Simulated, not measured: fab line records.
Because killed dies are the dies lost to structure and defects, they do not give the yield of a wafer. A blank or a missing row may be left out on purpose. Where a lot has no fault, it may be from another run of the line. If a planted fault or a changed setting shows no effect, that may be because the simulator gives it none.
fab line records ; flow n5_finfet
[record] lots = 7; wafers = 21
route steps=1938 shown BEOL_M9@1411 BEOL_M10@1496 BEOL_M11@1554 BEOL_M13@1665 BEOL_M14@1742
start_h: hours from the record's opening day to when the first of the lot's shown wafers began ; wait_h: time in hours since the lot's previous step ; " identical to the entry in the row above ; L1.1+2: several wafers, shown together as one row ; - no value, or no start was given ; * or withheld: withheld ; < > ~ a bound
route shown NAME@n: names a module that has steps shown in the file, with the first one's number in the route ; usual: mean/standard deviation of fault-free wafers ; same: alike in all rows ; chamber/n: place in a boat ; sites: each site's reading ; _std_site: their standard deviation ; _edge_site: mean of outer sites minus mean of inner sites ; radius_mm: for every site, how far away it sits from the centre of the wafer ; mask NAME#n: copy n ; behind: the most recent tool/chamber to have shaped the wafer ; hold: reason for holding the lot/hours on hold/outcome of the hold ; device: which transistor (n, p or np) failed to switch ; end of line: tests of these same wafers at the route's end ; for a step that has no rows: nothing shown but its recipe ; killed: dies that structure and defects cost at the first sort, which is not the same as the wafer's yield ; map: per-die view of a wafer (x killed, . not killed, _ where there is no die)
set.NAME: the setting that was run; set.NAME@STEP: the one run at that earlier step ; model.NAME: the simulator's own value behind a step, which no gauge read
lots with deliberately changed settings; one table per step, one row per wafer
[[steps]]
[step N5_BEOL_M9_EXPOSE_08]
[recipe] mask_id = M9; na = 1.35; source_shape = dipole; sigma_inner = 0.411; sigma_outer = 0.611; polarization = te; dose_mj = 53.75
lot.wafer;tool;chamber;start_h;wait_h;mask;set.dose_mj
L075.4+6;arfi_scanner-01;0;247.49;-;M9#0;55.68
L075.5;arfi_scanner-01;0;247.49;-;M9#0;53.75
L080.2+4;arfi_scanner-02;0;281.21;-;M9#0;53.75
L080.6;arfi_scanner-02;0;281.21;-;M9#0;52.22
L087.1;arfi_scanner-01;0;294.95;-;M9#0;53.75
L087.2+5;arfi_scanner-01;0;294.95;-;M9#0;56.52
L091.1+3;arfi_scanner-02;0;339.01;-;M9#0;53.75
L091.5;arfi_scanner-02;0;339.01;-;M9#0;57.28
L092.2+3+4;arfi_scanner-01;0;339.18;-;M9#0;53.75
L096.1;arfi_scanner-03;0;347.90;-;M9#0;57.12
L096.2+5;arfi_scanner-03;0;347.90;-;M9#0;53.75
L095.1+4+6;arfi_scanner-03;0;350.61;-;M9#0;53.75
[step N5_BEOL_M9_PEB_09]
[recipe] peb_temp_c = withheld; peb_time_s = 60; resist = CAR-ArF
[step N5_BEOL_M9_DEVELOP_10]
[recipe] develop_time_s = 30; developer = TMAH; resist = CAR-ArF; rinse_liquid = diw; dry = air_spin; dev_temp_c = 23
[step N5_BEOL_M9_CD_MEAS_11]
[recipe] target_cd_nm = 64.1; landing_energy_ev = 500; detector = se_inlens; polarity = opening
[usual] cd_nm = 64.1/0.45
lot.wafer;tool;chamber;start_h;wait_h;set.dose_mj@BEOL_M9_EXPOSE_08;cd_nm
L075.4;cd_sem-01;0;247.60;-;55.68;65.6
L075.5;cd_sem-01;0;247.60;-;53.75;63.6
L075.6;cd_sem-01;0;247.60;-;55.68;65.6
L080.2;cd_sem-02;0;281.33;-;53.75;63.7
L080.4;cd_sem-02;0;281.33;-;53.75;64.5
L080.6;cd_sem-02;0;281.33;-;52.22;62.7
L087.1;cd_sem-01;0;295.08;-;53.75;63.9
L087.2;cd_sem-01;0;295.08;-;56.52;67.2
L087.5;cd_sem-01;0;295.08;-;56.52;66.9
L091.1;cd_sem-03;0;339.14;-;53.75;64.0
L091.3;cd_sem-03;0;339.14;-;53.75;63.6
L091.5;cd_sem-03;0;339.14;-;57.28;67.3
L092.2;cd_sem-02;0;339.30;-;53.75;63.9
L092.3;cd_sem-02;0;339.30;-;53.75;63.2
L092.4;cd_sem-02;0;339.30;-;53.75;64.1
L096.1;cd_sem-02;0;348.02;-;57.12;68.0
L096.2;cd_sem-02;0;348.02;-;53.75;64.6
L096.5;cd_sem-02;0;348.02;-;53.75;64.5
L095.1;cd_sem-01;0;350.74;-;53.75;64.3
L095.4;cd_sem-01;0;350.74;-;53.75;64.4
L095.6;cd_sem-01;0;350.74;-;53.75;64.8
[step N5_BEOL_M9_DESCUM_16]
[recipe] chemistry = O2; time_s = 7.9; source_power_w = 50; bias_power_w = 20; pressure_mtorr = 20; rf_frequency_hz = 2.712e+07; temp_c = 40; resist = CAR-ArF; o2_flow_sccm = 225
[step N5_BEOL_M9_ETCH_61]
[recipe] chemistry = CF4; target = SiARC; target_depth_a = 390; mask_material = CAR-ArF; time_s = 65; ion_energy_ev = 80; pressure_mtorr = 40; source_w = 545; bias_w = 36; Ar_flow_sccm = 100; cf4_flow_sccm = 100; ends = cleared
lot.wafer;tool;chamber;start_h;wait_h;set.dose_mj@BEOL_M9_EXPOSE_08;model.BEOL_M9.cd_offset_nm
L075.4;rie_diel-02;3;247.84;0.0;55.68;1
L075.5;rie_diel-02;0;247.84;0.0;53.75;-0.8
L075.6;rie_diel-02;1;247.84;0.0;55.68;1.6
L080.2;rie_diel-02;2;281.53;0.0;53.75;-0.4
L080.4;rie_diel-02;1;281.53;0.0;53.75;0.2
L080.6;rie_diel-02;2;281.53;0.0;52.22;-1.6
L087.1;rie_diel-05;2;295.54;0.0;53.75;0.2
L087.2;rie_diel-05;0;295.54;0.0;56.52;2.6
L087.5;rie_diel-05;2;295.54;0.0;56.52;2.8
L091.1;rie_diel-05;2;339.67;0.0;53.75;-0.2
L091.3;rie_diel-05;3;339.67;0.0;53.75;-0.4
L091.5;rie_diel-05;1;339.67;0.0;57.28;3.4
L092.2;rie_diel-04;1;339.68;0.0;53.75;-0.8
L092.3;rie_diel-04;2;339.68;0.0;53.75;-0.6
L092.4;rie_diel-04;0;339.68;0.0;53.75;-0.2
L096.1;rie_diel-05;3;348.15;0.0;57.12;4
L096.2+5;rie_diel-05;0,3;348.15;0.0;53.75;0.4
L095.1;rie_diel-04;3;350.89;0.0;53.75;0.2
L095.4;rie_diel-04;0;350.89;0.0;53.75;0.4
L095.6;rie_diel-04;3;350.89;0.0;53.75;0.8
[step N5_BEOL_M9_ETCH_62]
[recipe] chemistry = N2/H2; target = SOC; target_depth_a = 1100; overetch_a = 220; mask_material = SiARC; temp_c = 40; time_s = 165; ion_energy_ev = 200; pressure_mtorr = 30; source_w = 840; bias_w = 150; n2_flow_sccm = 200; h2_flow_sccm = 200
[step N5_BEOL_M9_STRIP_68]
[recipe] chemistry = N2/H2; temp_c = 40; n2_flow_sccm = 200; h2_flow_sccm = 200; rf_frequency_hz = 6e+07
[step N5_BEOL_M9_STRIP_67]
[recipe] chemistry = CF4; resist = SiARC; power_w = 300; bias_power_w = 75; pressure_mtorr = 50; cf4_flow_sccm = 150; rf_frequency_hz = 6e+07
[step N5_BEOL_M9_HM_OPEN_17]
[recipe] chemistry = Cl2/BCl3; target_depth_a = 200; overetch_a = 60; target = TiN; mask_material = SOC; ion_energy_ev = 150; pressure_mtorr = 10; icp_w = 1000; bias_w = 126; Cl2_flow_sccm = 53.25; bcl3_flow_sccm = 21.75; Ar_flow_sccm = 25
lot.wafer;tool;chamber;start_h;wait_h;set.dose_mj@BEOL_M9_EXPOSE_08;model.BEOL_M9.cd_offset_nm
L075.4;rie_metal-03;0;248.17;0.1;55.68;1.2
L075.5;rie_metal-03;0;248.17;0.1;53.75;-0.8
L075.6;rie_metal-03;0;248.17;0.1;55.68;1.8
L080.2;rie_metal-03;1;281.77;0.0;53.75;-0.4
L080.4;rie_metal-03;0;281.77;0.0;53.75;0
L080.6;rie_metal-03;0;281.77;0.0;52.22;-1.6
L087.1;rie_metal-02;1;295.78;0.0;53.75;0.2
L087.2;rie_metal-02;0;295.78;0.0;56.52;2.4
L087.5;rie_metal-02;0;295.78;0.0;56.52;3
L091.1;rie_metal-03;0;339.90;0.0;53.75;0
L091.3;rie_metal-03;0;339.90;0.0;53.75;-0.6
L091.5;rie_metal-03;0;339.90;0.0;57.28;3.4
L092.2;rie_metal-01;1;339.98;0.1;53.75;-0.8
L092.3;rie_metal-01;1;339.98;0.1;53.75;-0.6
L092.4;rie_metal-01;0;339.98;0.1;53.75;-0.4
L096.1;rie_metal-02;0;348.38;0.0;57.12;4
L096.2;rie_metal-02;1;348.38;0.0;53.75;0.8
L096.5;rie_metal-02;1;348.38;0.0;53.75;0.4
L095.1+4;rie_metal-02;0;351.13;0.0;53.75;0.2
L095.6;rie_metal-02;0;351.13;0.0;53.75;0.6
[step N5_BEOL_M9_STRIP_19]
[recipe] chemistry = O2; power_w = 400; temp_c = 40; pressure_mtorr = 30; rf_frequency_hz = 6e+07; bias_power_w = 0; overash_fraction = 0.2; o2_flow_sccm = 225
[step N5_BEOL_M9_CD_MEAS_18]
[recipe] pitch_nm = 140; target_cd_nm = 70
[usual] cd_nm = 70.0/0.55
lot.wafer;tool;chamber;start_h;wait_h;set.dose_mj@BEOL_M9_EXPOSE_08;cd_nm
L075.4;cd_sem-01;-;248.36;0.1;55.68;71.3
L075.5;cd_sem-01;-;248.36;0.1;53.75;69.5
L075.6;cd_sem-01;-;248.36;0.1;55.68;72.0
L080.2;cd_sem-02;-;281.95;0.1;53.75;69.4
L080.4;cd_sem-02;-;281.95;0.1;53.75;69.7
L080.6;cd_sem-02;-;281.95;0.1;52.22;68.6
L087.1;cd_sem-01;-;296.11;0.0;53.75;70.4
L087.2;cd_sem-01;-;296.11;0.0;56.52;72.6
L087.5;cd_sem-01;-;296.11;0.0;56.52;73.1
L091.1;cd_sem-03;-;340.08;0.0;53.75;69.8
L091.3;cd_sem-03;-;340.08;0.0;53.75;69.6
L091.5;cd_sem-03;-;340.08;0.0;57.28;73.4
L092.2;cd_sem-02;-;340.17;0.1;53.75;69.2
L092.3;cd_sem-02;-;340.17;0.1;53.75;69.2
L092.4;cd_sem-02;-;340.17;0.1;53.75;69.8
L096.1;cd_sem-02;-;348.56;0.0;57.12;74.1
L096.2;cd_sem-02;-;348.56;0.0;53.75;70.9
L096.5;cd_sem-02;-;348.56;0.0;53.75;70.1
L095.1;cd_sem-02;-;351.32;0.0;53.75;70.2
L095.4;cd_sem-02;-;351.32;0.0;53.75;70.1
L095.6;cd_sem-02;-;351.32;0.0;53.75;70.4
[step N5_BEOL_M9_COAT_63]
[recipe] resist = SOC; temp_c = 250; time_s = 60; spin_rpm = 1500; resist_thk_nm = 60
[step N5_BEOL_M9_COAT_64]
[recipe] resist = SiARC; temp_c = 220; time_s = 60; spin_rpm = 1500; resist_thk_nm = 12
[step N5_BEOL_M9_PRECLEAN_42]
[recipe] chemistry = residue_remover; time_s = 60; temp_c = 40
[step N5_BEOL_M9_SRD_43]
[recipe] time_s = 30; temp_c = 23; rinse_liquid = diw; dry = ipa_marangoni
[step N5_BEOL_M9_CD_MEAS_35]
[recipe] target_cd_nm = 70; target_cd_y_nm = 40; polarity = opening
[usual] cd_nm = 70.0/0.56
lot.wafer;tool;chamber;start_h;wait_h;set.dose_mj@BEOL_M9_EXPOSE_08;cd_nm
L075.4;cd_sem-02;-;250.24;0.0;55.68;71.3
L075.5;cd_sem-02;-;250.24;0.0;53.75;69.3
L075.6;cd_sem-02;-;250.24;0.0;55.68;71.8
L080.2;cd_sem-03;-;284.64;0.0;53.75;69.6
L080.4;cd_sem-03;-;284.64;0.0;53.75;69.9
L080.6;cd_sem-03;-;284.64;0.0;52.22;68.3
L087.1;cd_sem-03;-;299.19;0.0;53.75;70.6
L087.2;cd_sem-03;-;299.19;0.0;56.52;72.5
L087.5;cd_sem-03;-;299.19;0.0;56.52;73.0
L091.1;cd_sem-02;-;342.40;0.0;53.75;69.9
L091.3;cd_sem-02;-;342.40;0.0;53.75;69.6
L091.5;cd_sem-02;-;342.40;0.0;57.28;73.1
L092.2;cd_sem-01;-;344.35;0.0;53.75;69.2
L092.3;cd_sem-01;-;344.35;0.0;53.75;69.5
L092.4;cd_sem-01;-;344.35;0.0;53.75;69.7
L096.1;cd_sem-02;-;349.74;0.0;57.12;73.8
L096.2;cd_sem-02;-;349.74;0.0;53.75;70.7
L096.5;cd_sem-02;-;349.74;0.0;53.75;70.0
L095.1;cd_sem-02;-;354.91;0.0;53.75;70.3
L095.4;cd_sem-02;-;354.91;0.0;53.75;70.2
L095.6;cd_sem-02;-;354.91;0.0;53.75;70.1
[step N5_BEOL_M10_COAT_22]
[recipe] resist = CAR-ArF; spin_rpm = 1500; resist_thk_nm = 90
lot.wafer;tool;chamber;start_h;wait_h;set.spin_rpm;model.CAR-ArF_of_BEOL_M10_COAT_22.thk_nm
L075.4;litho_track-02;0;-;-;1500;89.8
L075.5;litho_track-02;0;-;-;1384;93.6
L075.6;litho_track-02;0;-;-;1384;93.4
L080.2;litho_track-01;0;-;-;1500;90.2
L080.4;litho_track-01;0;-;-;1500;90.4
L080.6;litho_track-01;0;-;-;1500;89.8
L087.1+5;litho_track-01;0;-;-;1500;90
L087.2;litho_track-01;0;-;-;1373;94.2
L091.1;litho_track-02;0;-;-;1500;90
L091.3+5;litho_track-02;0;-;-;1347;94.8
L092.2+3+4;litho_track-01;0;-;-;1500;90.4
L096.1+5;litho_track-01;0;-;-;1500;89.8
L096.2;litho_track-01;0;-;-;1500;89.4
L095.1+6;litho_track-01;0;-;-;1500;90
L095.4;litho_track-01;0;-;-;1500;90.2
[step N5_BEOL_M10_EXPOSE_25]
[recipe] mask_id = V9; na = 1.35; source_shape = annular; sigma_inner = 0.5; sigma_outer = 0.8; polarization = unpolarized; dose_mj = 85.5
lot.wafer;tool;chamber;start_h;wait_h;mask;set.dose_mj
L075.4+6;arfi_scanner-02;0;255.74;-;V9#0;82.44
L075.5;arfi_scanner-02;0;255.74;-;V9#0;85.5
L080.2+4+6;arfi_scanner-01;0;292.89;-;V9#0;85.5
L087.1+5;arfi_scanner-03;0;307.24;-;V9#0;85.5
L087.2;arfi_scanner-03;0;307.24;-;V9#0;83.34
L091.1+3;arfi_scanner-01;0;348.40;-;V9#0;85.5
L091.5;arfi_scanner-01;0;348.40;-;V9#0;87.79
L092.2+3;arfi_scanner-03;0;349.90;-;V9#0;85.5
L092.4;arfi_scanner-03;0;349.90;-;V9#0;81.11
L096.1+2;arfi_scanner-02;0;357.52;-;V9#0;85.5
L096.5;arfi_scanner-02;0;357.52;-;V9#0;79.35
L095.1+4+6;arfi_scanner-01;0;361.69;-;V9#0;85.5
[step N5_BEOL_M10_PEB_26]
[recipe] peb_temp_c = withheld; peb_time_s = 60; resist = CAR-ArF
[step N5_BEOL_M10_DEVELOP_27]
[recipe] develop_time_s = 30; developer = TMAH; resist = CAR-ArF; rinse_liquid = diw; dry = air_spin; dev_temp_c = 23
lot.wafer;tool;chamber;start_h;wait_h;set.spin_rpm@BEOL_M10_COAT_22;model.CAR-ArF_of_BEOL_M10_COAT_22.thk_nm
L075.4;litho_track-01;0;-;-;1500;88.2
L075.5;litho_track-01;0;-;-;1384;92
L075.6;litho_track-01;0;-;-;1384;91.6
L080.2+4;litho_track-01;0;-;-;1500;88.6
L080.6;litho_track-01;0;-;-;1500;88.2
L087.1+5;litho_track-01;0;-;-;1500;88.4
L087.2;litho_track-01;0;-;-;1373;92.4
L091.1;litho_track-02;0;-;-;1500;88.2
L091.3;litho_track-02;0;-;-;1347;93
L091.5;litho_track-02;0;-;-;1347;93.2
L092.2+3;litho_track-01;0;-;-;1500;88.6
L092.4;litho_track-01;0;-;-;1500;88.8
L096.1+5;litho_track-01;0;-;-;1500;88.2
L096.2;litho_track-01;0;-;-;1500;87.8
L095.1+4+6;litho_track-02;0;-;-;1500;88.4
[step N5_BEOL_M10_CD_MEAS_28]
[recipe] target_cd_nm = 70; landing_energy_ev = 500; detector = se_inlens; polarity = opening
[usual] cd_nm = 70.2/0.81
lot.wafer;tool;chamber;start_h;wait_h;set.dose_mj@BEOL_M10_EXPOSE_25;cd_nm
L075.4;cd_sem-03;0;255.86;-;82.44;68.6
L075.5;cd_sem-03;0;255.86;-;85.5;71.0
L075.6;cd_sem-03;0;255.86;-;82.44;68.6
L080.2;cd_sem-03;0;293.01;-;85.5;71.6
L080.4;cd_sem-03;0;293.01;-;85.5;71.1
L080.6;cd_sem-03;0;293.01;-;85.5;71.3
L087.1;cd_sem-03;0;307.37;-;85.5;70.3
L087.2;cd_sem-03;0;307.37;-;83.34;68.8
L087.5;cd_sem-03;0;307.37;-;85.5;72.4
L091.1;cd_sem-01;0;348.53;-;85.5;69.9
L091.3;cd_sem-01;0;348.53;-;85.5;70.0
L091.5;cd_sem-01;0;348.53;-;87.79;71.4
L092.2;cd_sem-01;0;350.03;-;85.5;69.9
L092.3;cd_sem-01;0;350.03;-;85.5;69.3
L092.4;cd_sem-01;0;350.03;-;81.11;66.8
L096.1;cd_sem-02;0;357.65;-;85.5;70.7
L096.2;cd_sem-02;0;357.65;-;85.5;71.1
L096.5;cd_sem-02;0;357.65;-;79.35;63.8
L095.1;cd_sem-01;0;361.82;-;85.5;68.9
L095.4;cd_sem-01;0;361.82;-;85.5;68.6
L095.6;cd_sem-01;0;361.82;-;85.5;68.8
[step N5_BEOL_M11_ETCH_62]
[recipe] chemistry = N2/H2; target = SOC; target_depth_a = 1100; overetch_a = 220; mask_material = SiARC; temp_c = 40; time_s = 165; ion_energy_ev = 200; pressure_mtorr = 30; source_w = 840; bias_w = 150; n2_flow_sccm = 200; h2_flow_sccm = 200
[usual] rf_vpp_V = 524.0/2.5
lot.wafer;tool;chamber;start_h;wait_h;set.bias_w;rf_vpp_V;model.SiARC_of_BEOL_M11_COAT_60.thk_nm
L075.4;rie_diel-02;0;265.34;0.0;130.1;478.2;24.8
L075.5;rie_diel-02;1;265.34;0.0;130.1;483.4;24.6
L075.6;rie_diel-02;0;265.34;0.0;150;523.3;23.8
L080.2;rie_diel-02;2;299.70;0.0;173.7;575.5;22.2
L080.4;rie_diel-02;0;299.70;0.0;150;522.4;23.6
L080.6;rie_diel-02;0;299.70;0.0;173.7;573.6;22.2
L087.1;rie_diel-05;2;314.86;0.1;150;522.3;23.6
L087.2;rie_diel-05;1;314.86;0.1;150;522.4;23.4
L087.5;rie_diel-05;2;314.86;0.1;150;523.2;23.8
L091.1;rie_diel-04;3;355.47;0.0;172.2;576.9;21.8
L091.3;rie_diel-04;0;355.47;0.0;150;523.1;23.6
L091.5;rie_diel-04;3;355.47;0.0;172.2;576.3;22
L092.2;rie_diel-04;1;356.45;0.0;150;520.6;23.6
L092.3;rie_diel-04;3;356.45;0.0;150;527.6;23.4
L092.4;rie_diel-04;0;356.45;0.0;150;523.3;23.8
L096.1;rie_diel-02;2;363.30;0.0;173.6;575.8;22.2
L096.2;rie_diel-02;1;363.30;0.0;173.6;578.3;22
L096.5;rie_diel-02;0;363.30;0.0;173.6;573.4;22.2
L095.1;rie_diel-05;2;369.20;0.0;150;522.0;23.4
L095.4;rie_diel-05;2;369.20;0.0;150;522.2;23.6
L095.6;rie_diel-05;0;369.20;0.0;150;521.7;23.4
[step N5_BEOL_M13_EXPOSE_07]
[recipe] mask_id = V12; na = 0.93; source_shape = conventional; sigma_outer = 0.6; polarization = unpolarized; attpsm_phase_deg = 180; dose_mj = 24.8
lot.wafer;tool;chamber;start_h;wait_h;mask;set.dose_mj
L075.4;krf_scanner-02;0;278.80;-;V12#0;23.57
L075.5+6;krf_scanner-02;0;278.80;-;V12#0;24.8
L080.2+4;krf_scanner-02;0;310.39;-;V12#0;26.6
L080.6;krf_scanner-02;0;310.39;-;V12#0;24.8
L087.1+5;krf_scanner-02;0;327.62;-;V12#0;24.8
L087.2;krf_scanner-02;0;327.62;-;V12#0;24.11
L091.1+3+5;krf_scanner-01;0;370.61;-;V12#0;24.8
L092.2;krf_scanner-02;0;370.85;-;V12#0;24.8
L092.3+4;krf_scanner-02;0;370.85;-;V12#0;25.8
L096.1+5;krf_scanner-02;0;373.75;-;V12#0;24.8
L096.2;krf_scanner-02;0;373.75;-;V12#0;25.48
L095.1+4+6;krf_scanner-02;0;380.57;-;V12#0;24.8
[step N5_BEOL_M13_PEB_08]
[recipe] peb_temp_c = 130; peb_time_s = 90
[step N5_BEOL_M13_DEVELOP_09]
[recipe] develop_time_s = 45; rinse_liquid = diw; dry = air_spin; dev_temp_c = 21
[step N5_BEOL_M13_HARDBAKE_14]
[recipe] temp_c = 130; time_s = 120
[step N5_BEOL_M13_CD_MEAS_10]
[recipe] target_cd_nm = 190; landing_energy_ev = 500; detector = se_inlens; polarity = opening
[usual] cd_nm = 188.8/1.5
lot.wafer;tool;chamber;start_h;wait_h;set.dose_mj@BEOL_M13_EXPOSE_07;cd_nm
L075.4;cd_sem-02;0;278.96;-;23.57;181.9
L075.5;cd_sem-02;0;278.96;-;24.8;186.8
L075.6;cd_sem-02;0;278.96;-;24.8;186.9
L080.2;cd_sem-03;0;310.56;-;26.6;196.4
L080.4;cd_sem-03;0;310.56;-;26.6;196.2
L080.6;cd_sem-03;0;310.56;-;24.8;189.0
L087.1;cd_sem-02;0;327.80;-;24.8;191.7
L087.2;cd_sem-02;0;327.80;-;24.11;188.9
L087.5;cd_sem-02;0;327.80;-;24.8;191.7
L091.1;cd_sem-01;0;370.78;-;24.8;187.7
L091.3;cd_sem-01;0;370.78;-;24.8;188.1
L091.5;cd_sem-01;0;370.78;-;24.8;187.9
L092.2;cd_sem-03;0;371.01;-;24.8;192.3
L092.3;cd_sem-03;0;371.01;-;25.8;194.8
L092.4;cd_sem-03;0;371.01;-;25.8;194.7
L096.1;cd_sem-03;0;373.93;-;24.8;190.8
L096.2;cd_sem-03;0;373.93;-;25.48;194.5
L096.5;cd_sem-03;0;373.93;-;24.8;191.0
L095.1;cd_sem-01;0;380.74;-;24.8;189.4
L095.4;cd_sem-01;0;380.74;-;24.8;187.7
L095.6;cd_sem-01;0;380.74;-;24.8;188.8
[step N5_BEOL_M13_ETCH_59]
[recipe] chemistry = N2/H2; target = BARC; target_depth_a = 890; overetch_a = 267; time_s = 67.9; ion_energy_ev = 200; pressure_mtorr = 30; source_w = 840; bias_w = 150; n2_flow_sccm = 200; h2_flow_sccm = 200
lot.wafer;tool;chamber;start_h;wait_h;set.time_s;model.coat_of_BEOL_M13_COAT_04.thk_nm
L075.4;rie_diel-05;2;279.67;0.0;67.9;316.2
L075.5;rie_diel-05;2;279.67;0.0;67.9;316.4
L075.6;rie_diel-05;1;279.67;0.0;67.9;317
L080.2;rie_diel-02;2;310.68;0.0;67.9;315.4
L080.4;rie_diel-02;2;310.68;0.0;63.3;320.2
L080.6;rie_diel-02;1;310.68;0.0;67.9;315
L087.1;rie_diel-05;2;327.92;0.0;67.9;315.4
L087.2;rie_diel-05;3;327.92;0.0;57.89;327.4
L087.5;rie_diel-05;2;327.92;0.0;57.89;325.8
L091.1;rie_diel-04;0;370.90;0.0;53.28;330.8
L091.3;rie_diel-04;3;370.90;0.0;67.9;316
L091.5;rie_diel-04;2;370.90;0.0;67.9;316.4
L092.2;rie_diel-02;2;371.15;0.0;67.9;316.8
L092.3;rie_diel-02;1;371.15;0.0;54.5;327.6
L092.4;rie_diel-02;3;371.15;0.0;67.9;317.6
L096.1;rie_diel-02;2;374.05;0.0;67.9;319.4
L096.2;rie_diel-02;1;374.05;0.0;67.9;318
L096.5;rie_diel-02;0;374.05;0.0;72.54;312.2
L095.1;rie_diel-04;0;380.87;0.0;67.9;317.2
L095.4;rie_diel-04;1;380.87;0.0;67.9;316.8
L095.6;rie_diel-04;3;380.87;0.0;67.9;315
[step N5_BEOL_M13_VIA_ETCH_16]
[recipe] chemistry = C4F8/O2/Ar; target = SiOC; pressure_mtorr = 30; source_w = 3000; bias_w = 700; Ar_flow_sccm = 400; C4F8_flow_sccm = 15; O2_flow_sccm = 8; he_inner_torr = 15; he_outer_torr = 30; target_depth_a = 9217; time_s = withheld; ion_energy_ev = 250; ends = cleared
[step N5_BEOL_M13_STRIP_63]
[recipe] chemistry = N2/H2; power_w = 1000; temp_c = 250; h2_frac = 0.65; overash_fraction = 0.3; pressure_mtorr = 1000; n2_flow_sccm = 1750; h2_flow_sccm = 3250
[step N5_BEOL_M13_STRIP_71]
[recipe] chemistry = post_etch_residue_remover; time_s = 60; temp_c = 25; remover_ph = withheld; remover_water_wt_pct = withheld; remover_fluoride_wt_pct = withheld
[step N5_BEOL_M13_SRD_72]
[recipe] time_s = 30; temp_c = 23; rinse_liquid = diw; dry = n2_spin; spin_rpm = 1500; dry_time_s = 30
[step N5_BEOL_M13_CD_MEAS_17]
[recipe] target_cd_nm = 190; polarity = opening
[usual] cd_nm = 189.0/1.9
lot.wafer;tool;chamber;start_h;wait_h;set.dose_mj@BEOL_M13_EXPOSE_07;cd_nm
L075.4;cd_sem-02;-;280.17;0.0;23.57;181.5
L075.5;cd_sem-02;-;280.17;0.0;24.8;187.5
L075.6;cd_sem-02;-;280.17;0.0;24.8;186.9
L080.2;cd_sem-01;-;311.18;0.0;26.6;195.0
L080.4;cd_sem-01;-;311.18;0.0;26.6;194.2
L080.6;cd_sem-01;-;311.18;0.0;24.8;188.1
L087.1;cd_sem-02;-;328.41;0.0;24.8;192.6
L087.2;cd_sem-02;-;328.41;0.0;24.11;186.5
L087.5;cd_sem-02;-;328.41;0.0;24.8;190.6
L091.1;cd_sem-03;-;371.39;0.0;24.8;186.0
L091.3;cd_sem-03;-;371.39;0.0;24.8;188.8
L091.5;cd_sem-03;-;371.39;0.0;24.8;188.7
L092.2;cd_sem-02;-;371.65;0.0;24.8;191.2
L092.3;cd_sem-02;-;371.65;0.0;25.8;192.2
L092.4;cd_sem-02;-;371.65;0.0;25.8;193.7
L096.1;cd_sem-02;-;374.55;0.0;24.8;190.7
L096.2;cd_sem-02;-;374.55;0.0;25.48;195.6
L096.5;cd_sem-02;-;374.55;0.0;24.8;193.1
L095.1;cd_sem-02;-;381.36;0.0;24.8;189.2
L095.4;cd_sem-02;-;381.36;0.0;24.8;187.0
L095.6;cd_sem-02;-;381.36;0.0;24.8;189.0
[step N5_BEOL_M14_EXPOSE_25]
[recipe] mask_id = M14; na = 0.8; source_shape = annular; sigma_inner = 0.5; sigma_outer = 0.8; polarization = unpolarized; target_cd_nm = 280; dose_mj = 26.6
lot.wafer;tool;chamber;start_h;wait_h;mask;set.dose_mj
L075.4+5;krf_scanner-02;0;284.18;-;M14#0;24.89
L075.6;krf_scanner-02;0;284.18;-;M14#0;26.6
L080.2;krf_scanner-02;0;317.01;-;M14#0;26.6
L080.4+6;krf_scanner-02;0;317.01;-;M14#0;27.88
L087.1+2+5;krf_scanner-02;0;334.30;-;M14#0;26.6
L092.2+3+4;krf_scanner-02;0;377.80;-;M14#0;28.16
L091.1+5;krf_scanner-02;0;379.14;-;M14#0;27.78
L091.3;krf_scanner-02;0;379.14;-;M14#0;26.6
L096.1;krf_scanner-02;0;380.52;-;M14#0;26.03
L096.2+5;krf_scanner-02;0;380.52;-;M14#0;26.6
L095.1+4+6;krf_scanner-02;0;385.85;-;M14#0;26.6
[[key]]
[split] step = N5_BEOL_M9_EXPOSE_08; setting = dose_mj; stated = 53.75; by = wafer
[response] step = N5_BEOL_M9_CD_MEAS_11; reading = cd_nm; change = +0.549; per = 1%; r = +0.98
[response] step = N5_BEOL_M9_ETCH_61; reading = model.BEOL_M9.cd_offset_nm; change = +0.551; per = 1%; r = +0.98
[response] step = N5_BEOL_M9_HM_OPEN_17; reading = model.BEOL_M9.cd_offset_nm; change = +0.544; per = 1%; r = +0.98
[response] step = N5_BEOL_M9_CD_MEAS_18; reading = cd_nm; change = +0.537; per = 1%; r = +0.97
[response] step = N5_BEOL_M9_CD_MEAS_35; reading = cd_nm; change = +0.516; per = 1%; r = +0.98
[split] step = N5_BEOL_M10_COAT_22; setting = spin_rpm; stated = 1500; by = wafer
[response] step = N5_BEOL_M10_COAT_22; reading = model.CAR-ArF_of_BEOL_M10_COAT_22.thk_nm; change = -0.48; per = 1%; r = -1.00
[response] step = N5_BEOL_M10_DEVELOP_27; reading = model.CAR-ArF_of_BEOL_M10_COAT_22.thk_nm; change = -0.474; per = 1%; r = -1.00
[split] step = N5_BEOL_M10_EXPOSE_25; setting = dose_mj; stated = 85.5; by = wafer
[response] step = N5_BEOL_M10_CD_MEAS_28; reading = cd_nm; change = +0.813; per = 1%; r = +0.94
[split] step = N5_BEOL_M11_ETCH_62; setting = bias_w; stated = 150; by = wafer
[response] step = N5_BEOL_M11_ETCH_62; reading = rf_vpp_V; change = +3.38; per = 1%; r = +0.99
[response] step = N5_BEOL_M11_ETCH_62; reading = model.SiARC_of_BEOL_M11_COAT_60.thk_nm; change = -0.0919; per = 1%; r = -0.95
[split] step = N5_BEOL_M13_EXPOSE_07; setting = dose_mj; stated = 24.8; by = wafer
[response] step = N5_BEOL_M13_CD_MEAS_10; reading = cd_nm; change = +0.967; per = 1%; r = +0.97
[response] step = N5_BEOL_M13_CD_MEAS_17; reading = cd_nm; change = +0.979; per = 1%; r = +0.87
[split] step = N5_BEOL_M13_ETCH_59; setting = time_s; stated = 67.9; by = wafer
[response] step = N5_BEOL_M13_ETCH_59; reading = model.coat_of_BEOL_M13_COAT_04.thk_nm; change = -0.656; per = 1%; r = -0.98
[split] step = N5_BEOL_M14_EXPOSE_25; setting = dose_mj; stated = 26.6; by = wafer
response none in this file
